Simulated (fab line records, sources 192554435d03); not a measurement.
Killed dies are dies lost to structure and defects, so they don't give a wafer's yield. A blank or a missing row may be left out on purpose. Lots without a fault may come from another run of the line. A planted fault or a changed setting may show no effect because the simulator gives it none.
Chamber matching | flow n5_finfet | N5_FIN_SAQP_HM_DEP_03 on pecvd-01: 3 sister chambers
The step deposits SiNx from SiH4/NH3/N2, target thk 38 nm, time 33.6 s. 39 wafers are shown with their chamber, then 12 later ones without.

WAFERS WITH THEIR CHAMBER
wafer  | chamber | throttle_valve_pct (%) | showerhead_plenum_p_Torr (Torr) | heater_power_w (W)
L075.2 | 0       | 37.9                   | 5.12                            | 829
L075.3 | 0       | 37.9                   | 5.10                            | 851
L075.5 | 2       | 38.0                   | 5.15                            | 932
L078.3 | 1       | 45.2                   | 5.20                            | 817
L078.4 | 2       | 38.4                   | 5.15                            | 897
L078.6 | 0       | 38.1                   | 5.10                            | 843
L079.1 | 1       | 45.1                   | 5.19                            | 878
L079.3 | 0       | 38.3                   | 5.12                            | 793
L079.4 | 0       | 38.3                   | 5.10                            | 810
L081.4 | 0       | 38.3                   | 5.10                            | 824
L081.5 | 1       | 44.9                   | 5.20                            | 794
L081.6 | 0       | 38.2                   | 5.11                            | 836
L082.1 | 0       | 38.1                   | 5.11                            | 886
L082.2 | 1       | 45.4                   | 5.19                            | 875
L082.4 | 0       | 38.2                   | 5.11                            | 868
L083.1 | 0       | 38.5                   | 5.11                            | 752
L083.4 | 1       | 44.9                   | 5.19                            | 885
L083.5 | 2       | 38.2                   | 5.14                            | 927
L084.1 | 2       | 38.2                   | 5.15                            | 901
L084.2 | 1       | 45.0                   | 5.21                            | 905
L084.3 | 0       | 38.4                   | 5.11                            | 794
L084.4 | 2       | 38.5                   | 5.14                            | 922
L084.5 | 0       | 38.1                   | 5.11                            | 788
L084.6 | 1       | 45.5                   | 5.20                            | 890
L085.1 | 0       | 38.2                   | 5.10                            | 822
L085.2 | 1       | 45.2                   | 5.21                            | 855
L085.6 | 2       | 38.3                   | 5.15                            | 923
L089.2 | 2       | 38.2                   | 5.14                            | 960
L089.4 | 0       | 38.6                   | 5.11                            | 759
L089.5 | 2       | 38.4                   | 5.15                            | 979
L091.1 | 0       | 38.3                   | 5.11                            | 729
L091.2 | 1       | 45.2                   | 5.20                            | 835
L091.3 | 2       | 38.6                   | 5.15                            | 881
L091.4 | 0       | 38.2                   | 5.11                            | 724
L091.5 | 1       | 45.3                   | 5.19                            | 846
L091.6 | 2       | 38.4                   | 5.15                            | 884
L092.1 | 2       | 38.4                   | 5.14                            | 941
L092.2 | 0       | 38.3                   | 5.11                            | 858
L092.3 | 1       | 45.1                   | 5.20                            | 894

SIGNATURES (means of the wafers above)
reading                  | chamber 0 | chamber 1 | chamber 2 | scatter within a chamber
throttle_valve_pct       | 38.229    | 45.164    | 38.327    | 0.181
showerhead_plenum_p_Torr | 5.1082    | 5.1982    | 5.1464    | 0.00638
heater_power_w           | 809.76    | 861.27    | 922.45    | 40.2
Rule: a wafer's distance from a chamber is the root of the sum, over the readings, of the square of ((its reading less the chamber's mean) divided by the reading's scatter). The wafer belongs to the nearest chamber; if the next one is less than 2 further off, it can't be placed. The scatter: the root of (the sum of the squares of (reading less its chamber's mean) over the shown wafers, divided by (wafers less chambers)).

WAFERS WITHOUT THEIR CHAMBER
wafer  | throttle_valve_pct (%) | showerhead_plenum_p_Torr (Torr) | heater_power_w (W)
L094.2 | 38.5                   | 5.10                            | 869
L094.3 | 45.1                   | 5.19                            | 843
L094.4 | 44.8                   | 5.19                            | 842
L096.1 | 45.4                   | 5.19                            | 853
L096.2 | 38.3                   | 5.11                            | 731
L096.3 | 39.0                   | 5.15                            | 857
L096.4 | 38.8                   | 5.14                            | 854
L096.5 | 38.1                   | 5.11                            | 751
L096.6 | 45.3                   | 5.20                            | 878
L097.2 | 38.8                   | 5.14                            | 860
L097.4 | 45.1                   | 5.21                            | 803
L097.6 | 38.6                   | 5.15                            | 853

WHICH CHAMBER EACH WENT THROUGH
wafer  | from the rows above | in truth
L094.2 | 0                   | 0
L094.3 | 1                   | 1
L094.4 | 1                   | 1
L096.1 | 1                   | 1
L096.2 | 0                   | 0
L096.3 | 2                   | 2
L096.4 | 2                   | 2
L096.5 | 0                   | 0
L096.6 | 1                   | 1
L097.2 | 2                   | 2
L097.4 | 1                   | 1
L097.6 | 2                   | 2
Placed correctly: 12 of 12. Can't be placed from these rows: 0. Placed wrongly: 0.
